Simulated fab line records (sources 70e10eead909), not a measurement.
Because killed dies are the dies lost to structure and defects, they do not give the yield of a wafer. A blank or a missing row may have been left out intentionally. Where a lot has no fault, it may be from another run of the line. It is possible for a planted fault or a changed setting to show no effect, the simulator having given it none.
fab line records | flow nand-harc
record lots=5 wafers=15 last-day=30
route steps=1302 shown A_BONDPAD@1211 END@1302
lots that met no fault: taken from a fault-free run of the same line
start-h: hours from the record's first day to the start of the lot's first wafer shown | wait-h: how many hours have passed since the lot's step before this one | " repeats the value in the row above | L1.1+2: a single row standing in for several wafers | - value missing, or start not given | * or withheld: withheld | < > ~ a bound
route shown NAME@n: a module of which the file shows steps, and the number in the route of the first | usual: mean/standard deviation taken from wafers without a fault | same: alike in all rows | chamber/n: place in a boat | sites: readings site by site | _std_site: the values' standard deviation | _edge_site: inner sites' mean taken away from outer sites' mean | radius-mm: for every site, how far away it sits from the centre of the wafer | mask NAME#n: copy n | behind: the tool/chamber that last shaped the wafer | hold: why the lot was held/for how many hours/how that ended | device: names the non-switching transistor (n, p or np) | end of line: tests run on the same wafers once the route is complete | where a step has no rows: the recipe by itself | killed: dies that structure and defects cost at the first sort, which is not the same as the wafer's yield | map: a wafer's dies, x killed, . not, _ none there
set.NAME: setting as actually run; set.NAME@STEP: the setting as run at that earlier step | model.NAME: the simulator's own value behind a step, which no gauge read
certain route steps with their lots: each step a table, each wafer a row
services: a tool's chamber out of use, with start hour (start-h, from the record's first day; less than 0 if before it), hours out, and reason
## steps
# step NHARC_A_BONDPAD_EBR_05
# step NHARC_A_BONDPAD_EXPOSE_06
# recipe na=0.55 dose-mj=36.99 mask-id=A_BPAD
# step NHARC_A_BONDPAD_PEB_07
# recipe peb-temp-c=128 peb-time-s=80
# step NHARC_A_BONDPAD_DEVELOP_08
# recipe time-s=50 dev-temp-c=22
# step NHARC_A_BONDPAD_CD_MEAS_09
# recipe target-cd-nm=500 landing-energy-ev=500
# usual cd-nm=499.7/1.7
# columns lot.wafer tool chamber start-h wait-h cd-nm
L813.3 cd-sem-01 0 534.37 - 502.3
L813.5 " 0 " " 502.7
L813.6 " 0 " " 501.2
L819.1 cd-sem-02 0 588.48 - 498.1
L819.4 " 0 " " 496.5
L819.6 " 0 " " 498.3
L820.1 cd-sem-01 0 605.84 - 500.5
L820.2 " 0 " " 502.1
L820.3 " 0 " " 501.3
L822.1 cd-sem-03 0 618.80 - 502.2
L822.4 " 0 " " 500.8
L822.6 " 0 " " 501.6
L829.2 cd-sem-02 0 689.22 - 498.9
L829.5 " 0 " " 498.3
L829.6 " 0 " " 497.4
# step NHARC_A_BONDPAD_OVL_MEAS_35
# usual overlay-x-nm=0/3.5 overlay-y-nm=-2/5.4
# columns lot.wafer tool chamber start-h wait-h overlay-x-nm overlay-y-nm
L813.3 overlay-01 - 534.45 - -4 -8
L813.5 " - " " -5 -8
L813.6 " - " " -4 -7
L819.1 overlay-01 - 588.57 - 0 1
L819.4 " - " " 0 0
L819.6 " - " " 0 0
L820.1 overlay-02 - 605.93 - -1 -8
L820.2 " - " " -1 -8
L820.3 " - " " -1 -8
L822.1 overlay-02 - 618.89 - -5 -6
L822.4 " - " " -6 -5
L822.6 " - " " -5 -6
L829.2 overlay-02 - 689.30 - -5 -1
L829.5 " - " " -6 -1
L829.6 " - " " -6 -1
# step NHARC_A_BONDPAD_HARDBAKE_10
# recipe temp-c=118 time-s=65
# step NHARC_A_BONDPAD_DESCUM_11
# recipe time-s=3 o2-flow-sccm=200 ar-flow-sccm=0 bias-power-w=0 chemistry=O2
# usual drypump-motor-current-A=5.9/0.34 oes-product-au=0.992/0.011 rf-vpp-V=58.1/0.94 showerhead-plenum-p-Torr=1.97/0.1 throttle-valve-pct=11.311/0.0092
# columns lot.wafer tool chamber start-h wait-h drypump-motor-current-A oes-product-au rf-hours-counter-h rf-vpp-V showerhead-plenum-p-Torr throttle-valve-pct
L813.3 rie-diel-12 3 534.59 - 6.2 0.985 3 57.1 1.79 11.321
L813.6 " 1 " " 5.7 0.981 - 58.9 2.04 11.309
L813.5 " 2 " " 5.6 0.986 - 57.2 2.02 11.318
L819.4 rie-diel-12 3 588.70 - 6.2 0.991 5 56.9 1.79 11.316
L819.1 " 1 " " 5.7 0.991 5 58.7 2.04 11.305
L819.6 " 2 " " 5.6 0.981 - 59.8 2.02 11.315
L820.3 rie-diel-12 1 606.06 - 5.6 1.016 5 57.6 2.04 11.307
L820.2 " 2 " " 5.6 0.983 6 58.1 2.02 11.306
L820.1 " 0 " " 5.9 1.006 4 58.4 2.06 11.313
L822.4 rie-diel-12 3 619.03 - 6.2 0.999 6 57.5 1.79 11.315
L822.1 " 0 " " 5.9 0.993 4 58.5 2.06 11.307
L822.6 " 1 " " 5.7 1.002 - 59.0 2.04 11.308
L829.2 rie-diel-12 3 689.44 - 6.2 0.997 2 57.6 1.79 11.316
L829.5 " 1 " " 5.6 0.992 - 58.3 2.04 11.315
L829.6 " 0 " " 5.9 0.988 - 58.9 2.06 11.318
# step NHARC_A_BONDPAD_ETCH_34
# recipe target-depth-a=600 overetch-a=180 time-s=65.91 ion-energy-ev=200 n2-flow-sccm=150 h2-flow-sccm=150 ar-flow-sccm=0 rf-w=400 bias-w=150 chemistry=N2/H2
# usual drypump-motor-current-A=6.0/0.33 oes-product-au=0.993/0.011 rf-vpp-V=432/3.3 showerhead-plenum-p-Torr=2.09/0.12 throttle-valve-pct=14.172/0.0098
# columns lot.wafer tool chamber start-h wait-h drypump-motor-current-A oes-product-au rf-hours-counter-h rf-vpp-V showerhead-plenum-p-Torr throttle-valve-pct
L813.3 rie-diel-12 1 534.66 0.1 5.7 0.992 3 434 2.18 14.179
L813.6 " 0 " " 5.9 1.002 - 434 2.21 14.174
L813.5 " 1 " " 5.7 0.981 - 434 2.18 14.185
L819.4 rie-diel-12 3 588.78 0.1 6.2 0.993 5 427 1.90 14.182
L819.1 " 0 " " 5.9 0.998 3 436 2.20 14.167
L819.6 " 0 " " 5.9 0.987 - 435 2.20 14.180
L820.3 rie-diel-12 0 606.16 0.1 5.9 0.998 4 435 2.20 14.166
L820.1 " 1 " " 5.7 0.988 5 435 2.18 14.175
L820.2 " 2 " " 5.6 0.977 6 432 2.15 14.190
L822.1 rie-diel-12 1 619.10 0.1 5.7 1.001 5 433 2.18 14.175
L822.4 " 0 " " 5.9 0.990 4 434 2.20 14.190
L822.6 " 1 " " 5.7 0.996 - 435 2.18 14.170
L829.2 rie-diel-12 1 689.55 0.1 5.7 1.005 2 435 2.18 14.163
L829.6 " 3 " " 6.2 1.000 - 427 1.90 14.183
L829.5 " 1 " " 5.7 1.009 - 435 2.18 14.163
# step NHARC_A_BONDPAD_ETCH_12
# recipe target-depth-a=2200 time-s=110 chf3-flow-sccm=50 o2-flow-sccm=10 ar-flow-sccm=200 rf-w=500 bias-w=200 chemistry=CHF3/O2
# usual drypump-motor-current-A=6.0/0.34 oes-product-au=0.939/0.021 rf-vpp-V=372/3 showerhead-plenum-p-Torr=2.46/0.13 throttle-valve-pct=20.572/0.009
# columns lot.wafer tool chamber start-h wait-h drypump-motor-current-A oes-product-au rf-hours-counter-h rf-vpp-V showerhead-plenum-p-Torr throttle-valve-pct
L813.3 rie-diel-12 2 - - 5.6 0.939 3 374 2.53 20.586
L813.6 " 2 " " 5.6 0.932 - 373 2.53 20.590
L813.5 " 3 " " 6.2 0.959 - 367 2.25 20.574
L819.1 rie-diel-12 0 - - 5.9 0.955 3 374 2.58 20.573
L819.4 " 1 " " 5.7 0.967 5 372 2.55 20.572
L819.6 " 2 " " 5.6 0.947 - 373 2.53 20.574
L820.1 rie-diel-12 0 - - 5.9 0.926 4 374 2.58 20.590
L820.3 " 1 " " 5.7 0.925 5 371 2.55 20.569
L820.2 " 2 " " 5.6 0.923 6 373 2.52 20.569
L822.1 rie-diel-12 3 - - 6.2 0.958 6 367 2.25 20.574
L822.4 " 1 " " 5.7 0.955 5 373 2.55 20.565
L822.6 " 2 " " 5.6 0.943 - 374 2.53 20.566
L829.2 rie-diel-12 3 - - 6.2 0.961 2 367 2.25 20.578
L829.6 " 0 " " 5.9 0.959 - 374 2.58 20.566
L829.5 " 1 " " 5.7 0.957 - 373 2.55 20.579
# step NHARC_A_BONDPAD_CD_MEAS_13
# usual cd-nm=499.3/1.8
# columns lot.wafer tool chamber start-h wait-h cd-nm
L813.3 cd-sem-03 - 534.89 - 501.7
L813.5 " - " " 501.3
L813.6 " - " " 501.8
L819.1 cd-sem-03 - 589.01 - 498.3
L819.4 " - " " 497.6
L819.6 " - " " 498.1
L820.1 cd-sem-02 - 606.42 - 499.9
L820.2 " - " " 501.0
L820.3 " - " " 501.5
L822.1 cd-sem-03 - 619.33 - 502.2
L822.4 " - " " 501.4
L822.6 " - " " 502.5
L829.2 cd-sem-02 - 689.79 - 498.5
L829.5 " - " " 498.6
L829.6 " - " " 498.4
# step NHARC_A_BONDPAD_STRIP_15
# recipe o2-flow-sccm=500 ar-flow-sccm=0 bias-w=0 chemistry=O2
# usual drypump-motor-current-A=5.9/0.31 oes-product-au=0.991/0.01 rf-vpp-V=58.0/0.86 showerhead-plenum-p-Torr=3.62/0.18 throttle-valve-pct=17.036/0.0086
# columns lot.wafer tool chamber start-h wait-h drypump-motor-current-A oes-product-au rf-hours-counter-h rf-vpp-V showerhead-plenum-p-Torr throttle-valve-pct
L813.3 rie-diel-06 3 534.96 0.1 5.9 1.001 10 58.6 3.74 17.046
L813.6 " 3 " " 5.9 1.001 - 57.1 3.74 17.042
L813.5 " 0 " " 6.2 1.010 - 57.0 3.65 17.033
L819.1 rie-diel-12 0 589.10 0.1 5.9 0.992 3 58.3 3.79 17.043
L819.4 " 2 " " 5.6 0.982 5 57.7 3.71 17.045
L819.6 " 0 " " 5.9 1.001 - 57.8 3.79 17.032
L820.3 rie-diel-04 1 606.51 0.1 6.6 0.987 8 57.7 3.78 17.049
L820.1 " 2 " " 6.3 0.993 9 58.3 3.40 17.036
L820.2 " 3 " " 6.4 0.991 9 57.8 3.55 17.023
L822.1 rie-diel-12 2 619.40 0.1 5.6 0.983 6 58.3 3.70 17.037
L822.4 " 3 " " 6.2 0.990 6 57.2 3.31 17.042
L822.6 " 3 " " 6.2 0.992 - 56.8 3.31 17.026
L829.2 rie-diel-12 2 689.88 0.1 5.6 0.974 1 59.3 3.70 17.041
L829.5 " 1 " " 5.6 0.997 - 56.8 3.74 17.032
L829.6 " 2 " " 5.6 0.978 - 58.6 3.70 17.034
# step NHARC_A_BONDPAD_ETCH_24
# recipe target-depth-a=300 over-etch-frac=0.3 time-s=72.99 ion-energy-ev=150 cf4-flow-sccm=50 n2-flow-sccm=100 ar-flow-sccm=150 rf-w=300 bias-w=100 chemistry=CF4/N2
# usual drypump-motor-current-A=5.9/0.31 oes-product-au=0.992/0.012 over-etch-frac=0.3/0 rf-vpp-V=315.3/2.4 showerhead-plenum-p-Torr=2.70/0.13 throttle-valve-pct=19.795/0.0088
# columns lot.wafer tool chamber start-h wait-h drypump-motor-current-A oes-product-au over-etch-frac rf-hours-counter-h rf-vpp-V showerhead-plenum-p-Torr throttle-valve-pct
L813.3 rie-diel-06 3 535.13 - 5.9 1.002 0.3 10 316.7 2.79 19.789
L813.5 " 0 " " 6.2 1.012 0.3 - 315.9 2.72 19.775
L813.6 " 1 " " 5.8 1.001 0.3 - 316.4 2.76 19.801
L819.1 rie-diel-12 3 589.25 - 6.2 0.994 0.3 5 311.7 2.46 19.797
L819.4 " 1 " " 5.6 0.992 0.3 5 315.1 2.79 19.798
L819.6 " 2 " " 5.6 0.986 0.3 - 316.5 2.76 19.808
L820.1 rie-diel-04 0 606.65 - 5.8 0.992 0.3 8 312.1 2.53 19.808
L820.3 " 1 " " 6.6 0.994 0.3 8 317.4 2.82 19.798
L820.2 " 2 " " 6.3 1.002 0.3 9 313.4 2.53 19.791
L822.1 rie-diel-12 1 619.55 - 5.6 0.983 0.3 5 316.4 2.79 19.799
L822.4 " 3 " " 6.2 0.993 0.3 6 309.7 2.46 19.782
L822.6 " 2 " " 5.7 0.978 0.3 - 315.5 2.76 19.788
L829.2 rie-diel-12 1 690.02 - 5.6 0.993 0.25771 2 316.9 2.79 19.810
L829.5 " 1 " " 5.6 1.000 0.3 - 316.6 2.79 19.797
L829.6 " 2 " " 5.6 0.978 0.3 - 316.7 2.76 19.790
# step NHARC_A_BONDPAD_STRIP_16
# recipe time-s=600 temp-c=30 chemistry=post-etch-residue-remover
# step NHARC_END_SORT_01
# recipe temp-c=25
# usual defect-limited-yield=91.3/2.2 killed-at-array=55/15 killed-at-other=1.0/1.2 killed-at-periphery=3.4/2.2 killed-dies=59/15 killed-open=3.2/2 killed-short=2.5/1.7
# same gross-dies=677
# columns lot.wafer tool chamber start-h wait-h defect-limited-yield[%] killed-at-array killed-at-other killed-at-periphery killed-dies killed-open killed-short
L813.3 prober-02 0 566.24 3.1 92.0 52 0 2 54 3 4
L813.5 prober-02 0 567.86 3.7 92.0 53 0 1 54 2 0
L813.6 prober-02 0 568.67 4.0 90.0 65 0 3 68 8 5
L819.1 prober-02 0 619.49 2.5 88.6 77 0 0 77 1 4
L819.4 prober-02 0 621.88 3.4 88.0 77 1 3 81 5 3
L819.6 prober-02 0 623.48 4.0 84.9 100 1 1 102 3 3
L820.1 prober-01 0 639.42 2.5 94.7 35 0 1 36 3 1
L820.2 prober-01 0 640.21 2.8 94.8 33 0 2 35 4 3
L820.3 prober-01 0 641.01 3.1 95.3 32 0 0 32 1 3
L822.1 prober-02 0 649.16 2.5 93.6 34 2 7 43 3 3
L822.4 prober-02 0 651.57 3.4 92.0 46 2 6 54 4 2
L822.6 prober-02 0 653.18 4.0 93.2 40 3 3 46 1 2
L829.2 prober-02 0 722.28 5.1 92.6 43 3 4 50 4 1
L829.5 prober-02 0 724.68 6.0 89.7 60 2 8 70 8 3
L829.6 prober-02 0 725.48 6.3 90.5 59 2 3 64 4 1
# killed by level:class
L813.3 A_CHANNEL_HOLE_D1:chamber-film-flake=24 A_CHANNEL_HOLE_D2:chamber-film-flake=18 A_CONTACT:chamber-film-flake=3 A_ONON_D1:geometric-particle:short=2 A_ONON_D2:geometric-particle:open=2 A_CHANNEL_HOLE_D1:geometric-particle:short=1 A_CHANNEL_FILL_D1:geometric-particle:open=1 A_ONON_D2:geometric-particle:short=1
L813.5 A_CHANNEL_HOLE_D1:chamber-film-flake=25 A_CHANNEL_HOLE_D2:chamber-film-flake=20 A_CHANNEL_HOLE_D1:unspecified=2 A_STAIRCASE:chamber-film-flake=2 A_CONTACT:chamber-film-flake=2 P_CONTACT:geometric-particle:open=1 A_CHANNEL_FILL_D2:geometric-particle:open=1 A_M0:chamber-film-flake=1
L813.6 A_CHANNEL_HOLE_D2:chamber-film-flake=36 A_CHANNEL_HOLE_D1:chamber-film-flake=11 A_ONON_D1:geometric-particle:open=2 A_WL_FILL:geometric-particle:open=2 A_CHANNEL_HOLE_D1:unspecified=2 P_CONTACT:geometric-particle:open=1 P_M0:geometric-particle:open=1 A_ONON_D1:geometric-particle:short=1
L819.1 A_CHANNEL_HOLE_D2:chamber-film-flake=32 A_SLIT:chamber-film-flake=29 A_CHANNEL_HOLE_D1:chamber-film-flake=7 A_ONON_D1:geometric-particle:short=2 A_CONTACT:chamber-film-flake=2 A_DECK1_JOINT:geometric-particle:short=1 A_WL_FILL:geometric-particle:short=1 A_M1:geometric-particle:open=1
L819.4 A_CHANNEL_HOLE_D2:chamber-film-flake=39 A_SLIT:chamber-film-flake=27 A_CHANNEL_HOLE_D1:chamber-film-flake=5 P_M0:geometric-particle:open=1 P_M1:geometric-particle:open=1 A_SOURCE_PLATE:geometric-particle:short=1 A_DECK1_JOINT:geometric-particle:open=1 A_ONON_D2:geometric-particle:short=1
L819.6 A_CHANNEL_HOLE_D2:chamber-film-flake=38 A_SLIT:chamber-film-flake=38 A_CHANNEL_HOLE_D1:chamber-film-flake=11 A_STAIRCASE:chamber-film-flake=3 A_CHANNEL_FILL_D2:geometric-particle:short=2 A_CONTACT:chamber-film-flake=2 A_ONON_D1:geometric-particle:open=1 A_DECK1_JOINT:geometric-particle:open=1
L820.1 A_CHANNEL_HOLE_D2:chamber-film-flake=13 A_CONTACT:chamber-film-flake=6 A_M1:chamber-film-flake=4 A_CHANNEL_HOLE_D1:chamber-film-flake=3 A_STAIRCASE:chamber-film-flake=3 A_DECK1_JOINT:geometric-particle:open=2 A_ONON_D1:geometric-particle:open=1 A_ONON_D2:geometric-particle:short=1
L820.2 A_CHANNEL_HOLE_D2:chamber-film-flake=16 A_CONTACT:chamber-film-flake=5 A_WL_FILL:geometric-particle:short=2 A_CHANNEL_HOLE_D1:chamber-film-flake=2 P_GATE:geometric-particle:open=1 P_M0:geometric-particle:open=1 A_ONON_D2:geometric-particle:short=1 A_ONON_D2:geometric-particle:open=1
L820.3 A_CHANNEL_HOLE_D2:chamber-film-flake=18 A_STAIRCASE:chamber-film-flake=7 A_CONTACT:chamber-film-flake=2 A_CHANNEL_FILL_D1:geometric-particle:short=1 A_DECK1_JOINT:geometric-particle:open=1 A_ONON_D2:geometric-particle:short=1 A_CHANNEL_FILL_D2:geometric-particle:short=1 A_SGD_CUT:chamber-film-flake=1
L822.1 A_CHANNEL_HOLE_D2:chamber-film-flake=16 A_STAIRCASE:chamber-film-flake=5 P_GATE:chamber-film-flake=3 A_CONTACT:chamber-film-flake=3 P_ZERO_WELL:chamber-film-flake=2 A_DECK1_JOINT:chamber-film-flake=2 A_SLIT:chamber-film-flake=2 THIN_TSV:chamber-film-flake=2
L822.4 A_CHANNEL_HOLE_D2:chamber-film-flake=33 A_CONTACT:chamber-film-flake=4 P_GATE:chamber-film-flake=3 A_CHANNEL_HOLE_D1:chamber-film-flake=3 A_M0:geometric-particle:open=2 A_STAIRCASE:chamber-film-flake=2 THIN_TSV:chamber-film-flake=2 P_CONTACT:geometric-particle:short=1
L822.6 A_CHANNEL_HOLE_D2:chamber-film-flake=19 A_CHANNEL_HOLE_D1:chamber-film-flake=7 A_DECK1_JOINT:chamber-film-flake=5 A_STAIRCASE:chamber-film-flake=3 P_GATE:chamber-film-flake=2 A_CONTACT:chamber-film-flake=2 THIN_TSV:chamber-film-flake=2 A_ONON_D2:geometric-particle:open=1
L829.2 A_SLIT:chamber-film-flake=28 A_CHANNEL_HOLE_D1:chamber-film-flake=6 P_CONTACT:chamber-film-flake=3 THIN_TSV:chamber-film-flake=3 A_CONTACT:chamber-film-flake=2 P_GATE:geometric-particle:open=1 A_CHANNEL_HOLE_D1:geometric-particle:open=1 A_DECK1_JOINT:geometric-particle:short=1
L829.5 A_SLIT:chamber-film-flake=33 A_CHANNEL_HOLE_D1:chamber-film-flake=7 P_CONTACT:chamber-film-flake=6 A_CONTACT:chamber-film-flake=6 A_DECK1_JOINT:geometric-particle:open=3 A_CHANNEL_FILL_D1:chamber-film-flake=3 THIN_TSV:chamber-film-flake=2 P_CONTACT:geometric-particle:open=1
L829.6 A_SLIT:chamber-film-flake=36 A_CHANNEL_HOLE_D1:chamber-film-flake=10 A_CONTACT:chamber-film-flake=4 P_CONTACT:chamber-film-flake=3 A_WL_FILL:geometric-particle:open=2 THIN_TSV:chamber-film-flake=2 A_CHANNEL_HOLE_D1:geometric-particle:short=1 A_DECK1_JOINT:geometric-particle:open=1
## services
# columns tool chamber start-h hours kind
rie-diel-12 0 527.90 - clean
rie-diel-12 1 527.90 - clean
rie-diel-12 2 527.90 - clean
rie-diel-12 3 527.90 - clean
rie-diel-04 - 531.90 9.0 pm
rie-diel-12 0 547.86 30.6 repair
rie-diel-12 1 552.40 - clean
rie-diel-12 2 552.40 - clean
rie-diel-12 3 552.40 - clean
rie-diel-12 1 556.31 9.7 repair
rie-diel-12 - 563.00 1.0 repair
rie-diel-04 - 564.49 1.0 repair
rie-diel-12 1 576.90 - clean
rie-diel-12 2 576.90 - clean
rie-diel-12 3 576.90 - clean
rie-diel-12 - 580.61 0.4 repair
rie-diel-12 3 595.96 16.6 repair
rie-diel-06 0 602.28 4.5 repair
rie-diel-04 0 614.54 6.1 repair
rie-diel-12 - 622.40 9.0 pm
rie-diel-06 - 670.45 9.0 pm
rie-diel-12 3 670.50 4.0 repair
rie-diel-12 2 672.28 17.4 repair
rie-diel-12 0 674.51 1.4 repair
## key
first-sign step=NHARC_A_BONDPAD_ETCH_24 reading=over-etch-frac direction=down sigmas=99+ usual=0.3 struck=0.25771
effect none on later readings
met-at NHARC_A_BONDPAD_ETCH_24
struck-wafers L829.2
onset-between 619.55 690.02
fault kind=process-parameter-drift tool=rie-diel-12 chamber=- onset-h=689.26 steps=NHARC_A_BONDPAD_ETCH_24 channel=over-etch-frac offset=-0.042287 shape=step end-h=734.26 scope=struck-wafers-only acts-in=these-recipes-only stated=0.3
